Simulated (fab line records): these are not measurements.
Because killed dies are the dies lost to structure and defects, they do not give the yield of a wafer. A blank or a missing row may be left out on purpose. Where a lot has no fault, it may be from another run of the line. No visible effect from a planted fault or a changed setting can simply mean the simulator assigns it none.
fab line records	flow n5Finfet
record lots=24	wafers=72	lastDay=19
route steps=1938 shown MOL_CONTACT_COAG@576 BEOL_M0_SAQP@636
lots with no fault: from the same line, run without faults
startH: hours from the record's opening day to when the first of the lot's shown wafers began	waitH: time in hours since the lot's previous step	" repeats the value in the row above	L1.1+2: one row covering several wafers at once	- no value present, or no start provided	* or withheld: withheld	< > ~ a bound
route shown NAME@n: NAME is a module with steps in the file, n the number in the route of the first one	usual: mean/standard deviation of fault-free wafers	same: alike in all rows	chamber/n: place in a boat	sites: readings site by site	_std_site: the standard deviation of these	_edge_site: outer sites' mean less inner sites'	radiusMm: how far each site lies from the wafer's centre	mask NAME#n: copy n	behind: tool/chamber where the wafer was last shaped	hold: why the lot was held/for how many hours/how that ended	device: which transistor (n, p or np) failed to switch	end of line: the tests these same wafers got at the end of their route	for a step that has no rows: nothing shown but its recipe	killed: count of dies lost to structure and defects at first sort (not the wafer's yield)	map: the dies of a wafer, with x for killed, . for not killed, _ for no die there
set.NAME: the run value of the setting; set.NAME@STEP: its run value at that earlier step	model.NAME: the simulator's own value behind a step, which no gauge read
steps of the route over a sample of lots; a table a step, a row a wafer
services: when a tool's chamber went out of use (startH, in hours from the record's first day, below 0 if earlier), for how many hours, and the reason
## steps
# step N5_MOL_CONTACT_COAG_DESCUM_88
# recipe chemistry=O2	timeS=7	sourcePowerW=50	biasPowerW=20	pressureMtorr=20	rfFrequencyHz=2.712e+07	tempC=40	resist=CAR-EUV	o2FlowSccm=225
# usual drypumpMotorCurrentA=5.6/0.42	oesProductAu=0.79/0.067	rfVppV=243.0/1.5	showerheadPlenumPTorr=2.09/0.07	throttleValvePct=20.41/0.17
lot.wafer	tool	chamber	startH	waitH	drypumpMotorCurrentA	oesProductAu	rfHoursCounterH	rfVppV	showerheadPlenumPTorr	throttleValvePct
L074.2	rieDiel-01	0	100.75	0.1	6.2	0.77	98	242.3	2.04	20.61
L074.3	"	1	"	"	5.7	0.82	68	243.3	2.04	20.13
L074.5	"	0	"	"	6.2	0.78	-	241.0	2.04	20.62
L075.3	rieDiel-01	0	103.29	0.2	6.2	0.77	99	241.6	2.04	20.63
L075.4	"	2	"	"	5.6	0.84	-	243.7	2.13	20.26
L075.6	"	0	"	"	6.2	0.77	-	241.9	2.04	20.62
L076.1	rieDiel-04	3	112.55	0.1	5.7	0.71	174	244.0	2.17	20.37
L076.2	"	1	"	"	5.8	0.81	111	243.2	2.14	20.54
L076.6	"	1	"	"	5.8	0.81	-	245.0	2.14	20.53
L077.3	rieDiel-04	1	119.65	0.0	5.8	0.81	114	242.7	2.14	20.52
L077.4	"	1	"	"	5.8	0.81	-	244.2	2.14	20.53
L077.5	"	3	"	"	5.7	0.73	-	245.1	2.17	20.36
L078.1	rieDiel-01	1	119.93	0.0	5.8	0.82	76	243.1	2.04	20.14
L078.2	"	2	"	"	5.6	0.83	70	241.9	2.13	20.27
L078.4	"	0	"	"	6.2	0.77	-	240.7	2.04	20.63
L079.1	rieDiel-02	0	130.49	0.1	6.1	0.81	105	241.5	2.00	20.26
L079.3	"	3	"	"	4.9	0.87	30	243.2	2.17	20.66
L079.6	"	0	"	"	6.2	0.81	-	242.3	2.00	20.25
L080.1	rieDiel-01	3	134.60	0.2	5.4	0.76	115	242.8	2.03	20.61
L080.2	"	1	"	"	5.8	0.82	82	242.8	2.03	20.16
L080.6	"	3	"	"	5.4	0.76	-	240.3	2.03	20.62
L081.1	rieDiel-02	3	141.13	0.2	4.9	0.86	34	244.3	2.16	20.64
L081.4	"	0	"	"	6.1	0.81	108	242.1	2.00	20.26
L081.6	"	0	"	"	6.1	0.80	-	242.6	2.00	20.27
L082.2	rieDiel-02	2	151.43	0.2	5.8	0.78	90	243.1	2.17	20.14
L082.4	"	3	"	"	4.9	0.86	38	244.2	2.16	20.65
L082.5	"	0	"	"	6.1	0.80	-	242.5	1.99	20.27
L083.2	rieDiel-02	0	152.47	0.0	6.1	0.80	112	242.2	1.99	20.28
L083.3	"	1	"	"	5.2	0.77	116	244.0	2.09	20.29
L083.4	"	2	"	"	5.8	0.79	90	246.1	2.17	20.12
L084.4	rieDiel-02	2	163.94	0.0	5.8	0.78	94	246.0	2.17	20.14
L084.5	"	3	"	"	4.9	0.85	-	241.4	2.16	20.66
L084.6	"	2	"	"	5.8	0.79	-	244.8	2.17	20.12
L085.3	rieDiel-04	0	164.18	0.0	5.5	0.69	235	241.5	1.99	20.48
L085.4	"	3	"	"	5.7	0.70	190	245.8	2.17	20.38
L085.5	"	3	"	"	5.6	0.71	-	244.7	2.17	20.38
L086.1	rieDiel-04	2	169.67	0.0	4.7	0.92	14	244.1	2.13	20.38
L086.3	"	1	"	"	5.8	0.78	129	242.0	2.13	20.55
L086.5	"	2	"	"	4.7	0.93	-	244.4	2.13	20.38
L087.3	rieDiel-01	2	175.86	0.0	5.7	0.81	90	243.9	2.12	20.31
L087.4	"	0	"	"	6.2	0.75	125	241.4	2.03	20.66
L087.6	"	2	"	"	5.6	0.80	-	243.6	2.12	20.30
L088.1	rieDiel-04	0	183.83	0.0	5.5	0.69	241	241.1	1.99	20.50
L088.3	"	2	"	"	4.7	0.91	18	243.6	2.13	20.38
L088.4	"	1	"	"	5.8	0.78	133	244.1	2.13	20.55
L089.1	rieDiel-04	0	188.53	0.1	5.5	0.69	243	239.4	1.99	20.50
L089.2	"	3	"	"	5.6	0.72	199	244.5	2.17	20.39
L089.6	"	1	"	"	5.8	0.78	-	243.7	2.13	20.55
L090.1	rieDiel-04	2	194.21	0.0	4.7	0.90	22	244.1	2.13	20.39
L090.2	"	3	"	"	5.6	0.70	201	244.4	2.17	20.40
L090.4	"	1	"	"	5.8	0.77	137	242.9	2.13	20.56
L091.4	rieDiel-04	1	200.78	0.0	5.8	0.78	139	242.6	2.13	20.56
L091.5	"	1	"	"	5.8	0.79	-	241.9	2.13	20.59
L091.6	"	0	"	"	5.5	0.70	-	239.8	1.99	20.51
L092.1	rieDiel-01	1	204.09	0.1	5.7	0.79	105	240.5	2.03	20.19
L092.3	"	3	"	"	5.4	0.74	139	241.8	2.02	20.65
L092.4	"	2	"	"	5.6	0.80	98	244.1	2.12	20.29
L093.1	rieDiel-01	0	212.95	0.2	6.2	0.74	137	241.8	2.03	20.69
L093.2	"	3	"	"	5.4	0.73	141	241.8	2.02	20.67
L093.5	"	3	"	"	5.4	0.74	-	243.5	2.02	20.67
L094.1	rieDiel-04	3	219.79	0.2	5.6	0.70	212	244.6	2.16	20.41
L094.3	"	0	"	"	5.5	0.99	1	246.5	2.25	20.20
L094.5	"	2	"	"	4.7	0.88	-	243.1	2.12	20.40
L095.4	rieDiel-02	0	229.21	0.0	6.1	0.77	140	242.4	1.98	20.32
L095.5	"	0	"	"	6.1	0.78	-	241.9	1.98	20.31
L095.6	"	1	"	"	5.2	0.73	-	243.7	2.08	20.34
L096.3	rieDiel-04	3	232.27	0.0	5.7	0.69	218	244.2	2.16	20.41
L096.5	"	3	"	"	5.6	0.69	-	245.3	2.16	20.43
L096.6	"	2	"	"	4.7	0.87	-	243.6	2.12	20.42
L097.2	rieDiel-01	0	242.77	0.0	6.2	0.74	147	241.3	2.02	20.67
L097.3	"	2	"	"	5.6	0.79	112	243.7	2.11	20.34
L097.5	"	2	"	"	5.6	0.78	-	243.7	2.11	20.33
# step N5_MOL_CONTACT_COAG_ETCH_90
# recipe chemistry=CF4	target=SiARC	targetDepthA=130	maskMaterial=CAR-EUV	timeS=21.7	ionEnergyEv=80	pressureMtorr=40	sourceW=545	biasW=36	Ar_flow_sccm=100	cf4FlowSccm=100	ends=cleared
# usual drypumpMotorCurrentA=5.6/0.42	etchRfOnTimeS=21.6/0.62	mfcArSccm=99.99/0.3	oesProductAu=0.68/0.058	rfVppV=184.1/1.1	showerheadPlenumPTorr=2.14/0.072	throttleValvePct=15.58/0.15
lot.wafer	tool	chamber	startH	waitH	drypumpMotorCurrentA	etchRfOnTimeS	mfcArSccm	oesProductAu	rfHoursCounterH	rfVppV	showerheadPlenumPTorr	throttleValvePct
L074.2	rieDiel-01	0	100.80	0.0	6.2	21.5	99.91	0.67	98	182.0	2.07	15.70
L074.3	"	1	"	"	5.8	22.3	99.99	0.70	68	184.5	2.09	15.38
L074.5	"	0	"	"	6.3	21.6	100.64	0.67	-	183.8	2.07	15.68
L075.3	rieDiel-01	0	103.34	0.0	6.2	21.2	100.72	0.68	99	183.3	2.07	15.70
L075.4	"	2	"	"	5.6	21.2	99.80	0.71	-	183.6	2.15	15.32
L075.6	"	0	"	"	6.2	21.2	100.52	0.67	-	184.7	2.07	15.68
L076.1	rieDiel-04	3	112.61	0.0	5.7	21.9	100.23	0.63	174	184.2	2.23	15.66
L076.2	"	1	"	"	5.8	22.3	99.94	0.67	111	185.3	2.17	15.55
L076.6	"	1	"	"	5.8	22.1	100.02	0.68	-	185.2	2.17	15.54
L077.3	rieDiel-04	1	119.71	0.0	5.8	22.3	99.95	0.67	114	183.7	2.17	15.54
L077.4	"	1	"	"	5.8	22.4	100.30	0.67	-	184.5	2.17	15.56
L077.5	"	3	"	"	5.7	22.2	100.01	0.62	-	185.3	2.23	15.67
L078.1	rieDiel-01	1	119.99	0.0	5.8	21.8	100.17	0.70	76	184.3	2.09	15.40
L078.2	"	2	"	"	5.6	21.1	99.59	0.71	70	185.7	2.15	15.35
L078.4	"	0	"	"	6.2	21.0	99.92	0.67	-	183.2	2.07	15.70
L079.1	rieDiel-02	0	130.55	0.0	6.2	21.8	100.28	0.69	105	182.6	2.06	15.58
L079.3	"	3	"	"	4.9	21.9	100.53	0.75	30	183.9	2.17	15.49
L079.6	"	0	"	"	6.2	21.8	100.18	0.69	-	183.4	2.06	15.61
L080.1	rieDiel-01	3	134.65	0.0	5.4	21.7	100.14	0.66	115	184.0	2.08	15.79
L080.2	"	1	"	"	5.8	21.8	99.73	0.70	82	182.6	2.09	15.41
L080.6	"	3	"	"	5.4	21.7	100.34	0.66	-	182.7	2.08	15.78
L081.1	rieDiel-02	3	141.19	0.0	4.8	21.5	99.70	0.75	34	184.4	2.17	15.50
L081.4	"	0	"	"	6.1	21.5	100.03	0.68	108	185.1	2.06	15.58
L081.6	"	0	"	"	6.1	21.4	99.84	0.68	-	183.3	2.06	15.60
L082.2	rieDiel-02	2	151.48	0.0	5.8	23.3	100.69	0.66	90	186.3	2.27	15.53
L082.4	"	3	"	"	4.8	21.5	99.94	0.74	38	185.8	2.17	15.51
L082.5	"	0	"	"	6.1	21.3	100.21	0.68	-	183.1	2.06	15.60
L083.2	rieDiel-02	0	152.52	0.0	6.1	21.5	100.49	0.68	112	183.7	2.06	15.61
L083.3	"	1	"	"	5.2	21.3	99.74	0.67	116	185.8	2.15	15.45
L083.4	"	2	"	"	5.8	23.1	99.88	0.66	90	185.5	2.27	15.56
L084.4	rieDiel-02	2	164.00	0.0	5.8	23.3	99.73	0.65	94	185.4	2.27	15.53
L084.5	"	3	"	"	4.8	21.7	99.98	0.73	-	183.7	2.17	15.53
L084.6	"	2	"	"	5.8	23.6	100.29	0.65	-	185.6	2.27	15.55
L085.3	rieDiel-04	0	164.23	0.0	5.5	21.1	100.21	0.60	235	183.2	2.02	15.61
L085.4	"	3	"	"	5.6	22.0	99.67	0.62	190	185.4	2.22	15.70
L085.5	"	3	"	"	5.6	21.9	99.83	0.62	-	184.3	2.22	15.70
L086.1	rieDiel-04	2	169.72	0.0	4.7	21.2	99.96	0.80	14	184.2	2.19	15.59
L086.3	"	1	"	"	5.8	22.6	100.14	0.66	129	185.6	2.17	15.58
L086.5	"	2	"	"	4.7	21.2	100.11	0.80	-	184.8	2.19	15.60
L087.3	rieDiel-01	2	175.92	0.0	5.6	21.2	99.78	0.69	90	183.9	2.14	15.39
L087.4	"	0	"	"	6.3	21.0	100.45	0.66	125	183.4	2.06	15.75
L087.6	"	2	"	"	5.6	21.4	100.12	0.69	-	184.9	2.14	15.39
L088.1	rieDiel-04	0	183.88	0.0	5.5	21.0	99.91	0.60	241	182.9	2.01	15.61
L088.3	"	2	"	"	4.7	20.8	99.64	0.80	18	184.7	2.19	15.60
L088.4	"	1	"	"	5.8	22.1	100.14	0.66	133	185.2	2.17	15.59
L089.1	rieDiel-04	0	188.59	0.0	5.5	20.7	100.11	0.60	243	183.2	2.01	15.62
L089.2	"	3	"	"	5.6	21.6	99.55	0.62	199	185.1	2.22	15.70
L089.6	"	1	"	"	5.8	22.0	99.85	0.66	-	184.4	2.16	15.59
L090.1	rieDiel-04	2	194.27	0.0	4.7	20.9	100.23	0.79	22	184.8	2.19	15.60
L090.2	"	3	"	"	5.6	21.7	100.16	0.62	201	184.4	2.22	15.72
L090.4	"	1	"	"	5.8	22.2	100.06	0.66	137	184.4	2.16	15.59
L091.4	rieDiel-04	1	200.83	0.0	5.8	22.5	100.22	0.65	139	183.5	2.16	15.59
L091.5	"	1	"	"	5.8	22.6	99.94	0.65	-	184.7	2.16	15.59
L091.6	"	0	"	"	5.5	21.2	100.43	0.59	-	182.3	2.01	15.62
L092.1	rieDiel-01	1	204.15	0.0	5.7	21.9	99.94	0.67	105	184.6	2.08	15.46
L092.3	"	3	"	"	5.4	21.5	100.03	0.64	139	184.9	2.07	15.84
L092.4	"	2	"	"	5.6	21.6	100.55	0.68	98	183.2	2.14	15.41
L093.1	rieDiel-01	0	213.00	0.0	6.3	21.2	99.66	0.65	137	183.3	2.06	15.76
L093.2	"	3	"	"	5.4	21.9	99.71	0.64	141	183.0	2.07	15.85
L093.5	"	3	"	"	5.4	21.9	99.80	0.63	-	183.7	2.07	15.84
L094.1	rieDiel-04	3	219.85	0.0	5.7	21.8	100.00	0.61	212	184.1	2.22	15.74
L094.3	"	0	"	"	5.6	20.6	100.00	0.86	1	185.1	2.26	15.16
L094.5	"	2	"	"	4.7	21.1	99.75	0.76	-	184.2	2.19	15.63
L095.4	rieDiel-02	0	229.27	0.0	6.1	21.5	99.63	0.66	140	184.2	2.05	15.66
L095.5	"	0	"	"	6.1	21.5	99.65	0.66	-	184.0	2.05	15.66
L095.6	"	1	"	"	5.2	21.5	100.09	0.64	-	183.6	2.14	15.52
L096.3	rieDiel-04	3	232.33	0.0	5.6	21.8	100.26	0.60	218	183.6	2.21	15.76
L096.5	"	3	"	"	5.6	21.6	100.65	0.60	-	185.9	2.21	15.76
L096.6	"	2	"	"	4.7	21.0	100.14	0.76	-	183.8	2.18	15.64
L097.2	rieDiel-01	0	242.83	0.0	6.2	20.9	100.17	0.65	147	185.1	2.06	15.79
L097.3	"	2	"	"	5.6	21.3	99.49	0.68	112	184.2	2.14	15.42
L097.5	"	2	"	"	5.6	21.3	99.76	0.67	-	184.1	2.13	15.42
# step N5_MOL_CONTACT_COAG_CVD_140
# recipe material=W	targetThkA=665	mode=selectiveFill	tempC=300	timeS=215
# usual heaterPowerW=502/56
lot.wafer	tool	chamber	startH	waitH	heaterPowerW
L074.2	cvdW-01	0	103.03	0.1	485
L074.3	"	0	"	"	482
L074.5	"	1	"	"	448
L075.3	cvdW-02	1	106.25	0.1	584
L075.4	"	0	"	"	481
L075.6	"	0	"	"	476
L076.1	cvdW-01	0	114.96	0.1	485
L076.2	"	1	"	"	448
L076.6	"	1	"	"	434
L077.3	cvdW-02	0	122.13	0.1	493
L077.4	"	1	"	"	597
L077.5	"	0	"	"	490
L078.1	cvdW-01	0	122.38	0.1	473
L078.2	"	1	"	"	445
L078.4	"	1	"	"	442
L079.1	cvdW-02	1	132.88	0.1	588
L079.3	"	1	"	"	596
L079.6	"	1	"	"	589
L080.1	cvdW-02	1	137.03	0.1	591
L080.2	"	0	"	"	477
L080.6	"	1	"	"	593
L081.1	cvdW-01	1	143.45	0.1	451
L081.4	"	0	"	"	485
L081.6	"	1	"	"	441
L082.2	cvdW-01	1	154.16	0.1	439
L082.4	"	0	"	"	479
L082.5	"	0	"	"	479
L083.2	cvdW-02	0	154.77	0.1	481
L083.3	"	0	"	"	476
L083.4	"	1	"	"	596
L084.4	cvdW-02	0	168.53	0.1	481
L084.5	"	1	"	"	579
L084.6	"	0	"	"	481
L085.3	cvdW-01	1	168.86	0.1	437
L085.4	"	0	"	"	476
L085.5	"	1	"	"	434
L086.1	cvdW-02	0	172.36	0.1	474
L086.3	"	1	"	"	601
L086.5	"	1	"	"	602
L087.3	cvdW-02	0	178.20	0.1	489
L087.4	"	1	"	"	594
L087.6	"	0	"	"	469
L088.1	cvdW-01	1	186.69	0.1	443
L088.3	"	1	"	"	452
L088.4	"	0	"	"	480
L089.1	cvdW-01	0	192.01	0.1	487
L089.2	"	1	"	"	441
L089.6	"	1	"	"	436
L090.1	cvdW-02	1	196.75	0.1	574
L090.2	"	0	"	"	491
L090.4	"	1	"	"	576
L091.4	cvdW-02	1	203.62	0.1	604
L091.5	"	0	"	"	474
L091.6	"	1	"	"	596
L092.1	cvdW-01	0	206.52	0.1	477
L092.3	"	1	"	"	438
L092.4	"	0	"	"	496
L093.1	cvdW-02	1	215.84	0.1	593
L093.2	"	0	"	"	487
L093.5	"	1	"	"	598
L094.1	cvdW-01	1	222.07	0.1	445
L094.3	"	1	"	"	443
L094.5	"	1	"	"	457
L095.4	cvdW-01	1	232.75	0.1	448
L095.5	"	0	"	"	479
L095.6	"	1	"	"	451
L096.3	cvdW-02	1	235.34	0.1	599
L096.5	"	0	"	"	472
L096.6	"	1	"	"	585
L097.2	cvdW-02	0	245.14	0.1	476
L097.3	"	1	"	"	597
L097.5	"	0	"	"	480
# step N5_BEOL_M0_SAQP_PECVD_96
# recipe material=a-Si	targetThkA=450	tempC=350	precursor=SiH4/He	pressureTorr=3	rfW=100	timeS=45.2
# usual heaterPowerW=567/56	showerheadPlenumPTorr=5.657/0.03	throttleValvePct=18.6/1.3
lot.wafer	tool	chamber	startH	waitH	heaterPowerW	showerheadPlenumPTorr	throttleValvePct
L074.2	pecvd-03	2	108.67	0.0	500	5.694	16.4
L074.3	"	1	"	"	567	5.662	19.1
L074.5	"	2	"	"	503	5.687	16.3
L075.3	pecvd-03	2	112.21	0.0	514	5.696	16.5
L075.4	"	1	"	"	546	5.655	19.4
L075.6	"	0	"	"	659	5.676	19.0
L076.1	pecvd-02	2	121.26	0.0	614	5.658	17.6
L076.2	"	1	"	"	490	5.634	19.8
L076.6	"	1	"	"	481	5.633	19.5
L077.3	pecvd-02	0	127.29	0.0	613	5.621	19.5
L077.4	"	1	"	"	517	5.627	19.9
L077.5	"	0	"	"	600	5.609	19.8
L078.1	pecvd-02	0	130.22	0.0	540	5.609	19.9
L078.2	"	2	"	"	607	5.649	17.5
L078.4	"	0	"	"	521	5.628	19.6
L079.1	pecvd-03	0	137.38	0.0	627	5.671	19.3
L079.3	"	2	"	"	538	5.691	16.0
L079.6	"	1	"	"	519	5.645	19.2
L080.1	pecvd-03	0	141.95	0.0	635	5.677	19.2
L080.2	"	1	"	"	559	5.664	19.3
L080.6	"	2	"	"	528	5.702	16.4
L081.1	pecvd-03	2	148.06	0.0	487	5.691	16.5
L081.4	"	0	"	"	575	5.657	19.3
L081.6	"	2	"	"	489	5.695	16.3
L082.2	pecvd-01	1	159.77	0.0	519	5.695	20.4
L082.4	"	0	"	"	684	5.636	17.5
L082.5	"	1	"	"	532	5.688	20.2
L083.2	pecvd-02	0	161.61	0.0	521	5.625	19.6
L083.3	"	1	"	"	496	5.626	20.2
L083.4	"	0	"	"	538	5.632	19.7
L084.4	pecvd-01	1	172.85	0.0	521	5.691	20.6
L084.5	"	0	"	"	653	5.634	17.6
L084.6	"	2	"	"	504	5.601	17.5
L085.3	pecvd-03	2	176.24	0.0	521	5.681	16.5
L085.4	"	1	"	"	576	5.658	19.4
L085.5	"	2	"	"	532	5.687	16.3
L086.1	pecvd-01	1	180.04	0.0	509	5.684	20.6
L086.3	"	2	"	"	513	5.599	17.7
L086.5	"	2	"	"	508	5.594	17.7
L087.3	pecvd-01	0	182.41	0.0	608	5.641	17.2
L087.4	"	1	"	"	550	5.706	20.3
L087.6	"	0	"	"	595	5.620	17.2
L088.1	pecvd-02	0	192.68	0.0	606	5.624	19.8
L088.3	"	2	"	"	606	5.671	17.8
L088.4	"	2	"	"	614	5.664	17.5
L089.1	pecvd-01	0	197.14	0.0	678	5.647	17.5
L089.2	"	1	"	"	547	5.705	20.5
L089.6	"	0	"	"	705	5.627	17.5
L090.1	pecvd-01	1	201.60	0.0	553	5.684	20.4
L090.2	"	0	"	"	605	5.638	17.5
L090.4	"	1	"	"	560	5.695	20.7
L091.4	pecvd-03	2	208.39	0.0	550	5.697	16.6
L091.5	"	0	"	"	668	5.664	19.2
L091.6	"	1	"	"	536	5.660	19.3
L092.1	pecvd-02	2	211.96	0.0	607	5.673	17.7
L092.3	"	0	"	"	571	5.623	19.7
L092.4	"	0	"	"	583	5.625	19.7
L093.1	pecvd-01	2	221.15	0.0	501	5.614	17.9
L093.2	"	0	"	"	626	5.648	17.3
L093.5	"	1	"	"	552	5.701	20.6
L094.1	pecvd-03	2	227.33	0.0	483	5.697	16.8
L094.3	"	1	"	"	559	5.666	19.5
L094.5	"	1	"	"	583	5.667	19.4
L095.4	pecvd-03	2	237.39	0.0	562	5.699	16.8
L095.5	"	1	"	"	557	5.658	19.2
L095.6	"	0	"	"	618	5.686	19.1
L096.3	pecvd-01	2	240.36	0.0	468	5.633	17.9
L096.5	"	2	"	"	476	5.625	17.7
L096.6	"	0	"	"	667	5.647	17.8
L097.2	pecvd-03	2	250.50	0.0	525	5.699	16.4
L097.3	"	0	"	"	619	5.682	19.3
L097.5	"	1	"	"	552	5.652	19.4
# step N5_BEOL_M0_SAQP_INSPECT_16
# recipe mode=adi	inspectInstrument=brightfield
# usual rawDefectCount=521/120
lot.wafer	tool	chamber	startH	waitH	rawDefectCount
L074.2	defectInspect-01	-	109.27	0.0	392
L074.3	"	-	"	"	436
L074.5	"	-	"	"	801
L075.3	defectInspect-02	-	112.83	0.0	424
L075.4	"	-	"	"	773
L075.6	"	-	"	"	653
L076.1	defectInspect-01	-	121.85	0.0	699
L076.2	"	-	"	"	551
L076.6	"	-	"	"	547
L077.3	defectInspect-02	-	128.02	0.0	398
L077.4	"	-	"	"	450
L077.5	"	-	"	"	517
L078.1	defectInspect-02	-	130.81	0.0	708
L078.2	"	-	"	"	673
L078.4	"	-	"	"	582
L079.1	defectInspect-02	-	137.97	0.0	585
L079.3	"	-	"	"	534
L079.6	"	-	"	"	349
L080.1	defectInspect-02	-	142.54	0.0	454
L080.2	"	-	"	"	576
L080.6	"	-	"	"	627
L081.1	defectInspect-01	-	148.66	0.0	561
L081.4	"	-	"	"	474
L081.6	"	-	"	"	467
L082.2	defectInspect-02	-	160.49	0.0	538
L082.4	"	-	"	"	591
L082.5	"	-	"	"	576
L083.2	defectInspect-01	-	162.33	0.0	387
L083.3	"	-	"	"	579
L083.4	"	-	"	"	426
L084.4	defectInspect-02	-	173.55	0.0	466
L084.5	"	-	"	"	492
L084.6	"	-	"	"	546
L085.3	defectInspect-01	-	176.84	0.0	351
L085.4	"	-	"	"	411
L085.5	"	-	"	"	561
L086.1	defectInspect-02	-	180.63	0.0	359
L086.3	"	-	"	"	421
L086.5	"	-	"	"	330
L087.3	defectInspect-01	-	183.18	0.0	535
L087.4	"	-	"	"	526
L087.6	"	-	"	"	398
L088.1	defectInspect-01	-	193.42	0.0	350
L088.3	"	-	"	"	496
L088.4	"	-	"	"	376
L089.1	defectInspect-01	-	197.73	0.0	486
L089.2	"	-	"	"	513
L089.6	"	-	"	"	395
L090.1	defectInspect-02	-	202.19	0.0	529
L090.2	"	-	"	"	324
L090.4	"	-	"	"	424
L091.4	defectInspect-02	-	208.96	0.0	477
L091.5	"	-	"	"	458
L091.6	"	-	"	"	544
L092.1	defectInspect-01	-	212.68	0.0	542
L092.3	"	-	"	"	504
L092.4	"	-	"	"	374
L093.1	defectInspect-01	-	221.87	0.0	465
L093.2	"	-	"	"	567
L093.5	"	-	"	"	702
L094.1	defectInspect-01	-	228.05	0.0	556
L094.3	"	-	"	"	409
L094.5	"	-	"	"	536
L095.4	defectInspect-01	-	238.09	0.0	569
L095.5	"	-	"	"	614
L095.6	"	-	"	"	625
L096.3	defectInspect-01	-	240.96	0.0	553
L096.5	"	-	"	"	470
L096.6	"	-	"	"	894
L097.2	defectInspect-02	-	251.10	0.0	792
L097.3	"	-	"	"	455
L097.5	"	-	"	"	681
# step N5_BEOL_M0_SAQP_RECESS_109
# recipe chemistry=HF/NH3	target=SiO2	targetDepthA=30	afsCycles=1	tempC=30	sublimationTempC=180	sublimationTimeS=60
# usual drypumpMotorCurrentA=5.6/0.33
# same afsCycles=1
lot.wafer	tool	chamber	startH	waitH	drypumpMotorCurrentA
L074.2	vaporEtch-02	0	111.92	0.0	5.7
L074.3	"	0	"	"	5.7
L074.5	"	1	"	"	5.1
L075.3	vaporEtch-02	0	115.97	0.1	5.7
L075.4	"	1	"	"	5.1
L075.6	"	1	"	"	5.1
L076.1	vaporEtch-01	0	124.55	0.0	5.6
L076.2	"	1	"	"	6.0
L076.6	"	0	"	"	5.6
L077.3	vaporEtch-01	0	130.84	0.1	5.6
L077.4	"	1	"	"	6.0
L077.5	"	1	"	"	6.0
L078.1	vaporEtch-02	1	133.77	0.0	5.1
L078.2	"	0	"	"	5.7
L078.4	"	0	"	"	5.7
L079.1	vaporEtch-02	1	140.45	0.0	5.1
L079.3	"	0	"	"	5.7
L079.6	"	1	"	"	5.1
L080.1	vaporEtch-02	0	145.01	0.0	5.7
L080.2	"	1	"	"	5.1
L080.6	"	1	"	"	5.1
L081.1	vaporEtch-02	0	151.20	0.0	5.7
L081.4	"	0	"	"	5.7
L081.6	"	1	"	"	5.1
L082.2	vaporEtch-01	0	163.38	0.0	5.6
L082.4	"	1	"	"	6.0
L082.5	"	1	"	"	6.0
L083.2	vaporEtch-02	1	166.10	0.0	5.1
L083.3	"	0	"	"	5.6
L083.4	"	1	"	"	5.1
L084.4	vaporEtch-01	1	176.13	0.1	6.0
L084.5	"	0	"	"	5.6
L084.6	"	1	"	"	6.0
L085.3	vaporEtch-01	0	179.55	0.1	5.6
L085.4	"	1	"	"	6.0
L085.5	"	1	"	"	6.0
L086.1	vaporEtch-01	0	183.94	0.0	5.6
L086.3	"	0	"	"	5.6
L086.5	"	0	"	"	5.6
L087.3	vaporEtch-02	1	186.21	0.1	5.1
L087.4	"	0	"	"	5.7
L087.6	"	0	"	"	5.7
L088.1	vaporEtch-01	0	196.53	0.0	5.6
L088.3	"	0	"	"	5.6
L088.4	"	1	"	"	6.0
L089.1	vaporEtch-01	1	202.24	0.0	6.0
L089.2	"	0	"	"	5.6
L089.6	"	0	"	"	5.6
L090.1	vaporEtch-01	0	204.77	0.2	5.6
L090.2	"	1	"	"	6.0
L090.4	"	1	"	"	6.0
L091.4	vaporEtch-02	0	211.47	0.1	5.7
L091.5	"	1	"	"	5.1
L091.6	"	0	"	"	5.7
L092.1	vaporEtch-02	1	217.07	0.0	5.1
L092.3	"	0	"	"	5.7
L092.4	"	1	"	"	5.1
L093.1	vaporEtch-02	0	224.41	0.0	5.7
L093.2	"	1	"	"	5.1
L093.5	"	1	"	"	5.1
L094.1	vaporEtch-02	0	231.85	0.0	5.7
L094.3	"	1	"	"	5.1
L094.5	"	0	"	"	5.6
L095.4	vaporEtch-02	1	241.95	1.4	5.1
L095.5	"	1	"	"	5.1
L095.6	"	0	"	"	5.7
L096.3	vaporEtch-01	1	244.03	0.1	6.0
L096.5	"	0	"	"	5.6
L096.6	"	1	"	"	6.0
L097.2	vaporEtch-02	0	254.88	0.0	5.7
L097.3	"	1	"	"	5.1
L097.5	"	1	"	"	5.1
## services
tool	chamber	startH	hours	kind
rieDiel-04	3	85.35	15.4	repair
cvdW-01	-	88.48	0.9	repair
pecvd-01	-	88.76	2.8	repair
rieDiel-01	3	89.17	31.4	repair
pecvd-02	0	93.59	4.7	repair
pecvd-01	-	94.07	6.0	pm
pecvd-02	-	101.28	1.1	repair
pecvd-02	2	110.89	8.5	repair
rieDiel-01	-	116.22	0.3	repair
cvdW-01	-	130.96	1.2	repair
pecvd-02	0	131.36	4.5	repair
rieDiel-04	-	134.04	2.8	pm
cvdW-02	0	141.70	5.5	repair
pecvd-01	2	180.44	14.7	repair
rieDiel-02	2	180.71	1.5	repair
rieDiel-02	3	182.82	5.4	repair
pecvd-01	-	196.23	0.5	repair
cvdW-01	-	198.50	6.9	pm
rieDiel-01	-	205.96	2.7	repair
cvdW-02	-	208.16	3.4	repair
rieDiel-04	1	218.53	47.5	repair
pecvd-01	-	219.58	1.3	repair
rieDiel-02	2	251.79	2.0	repair
rieDiel-02	0	254.07	3.1	repair
## key
fault none
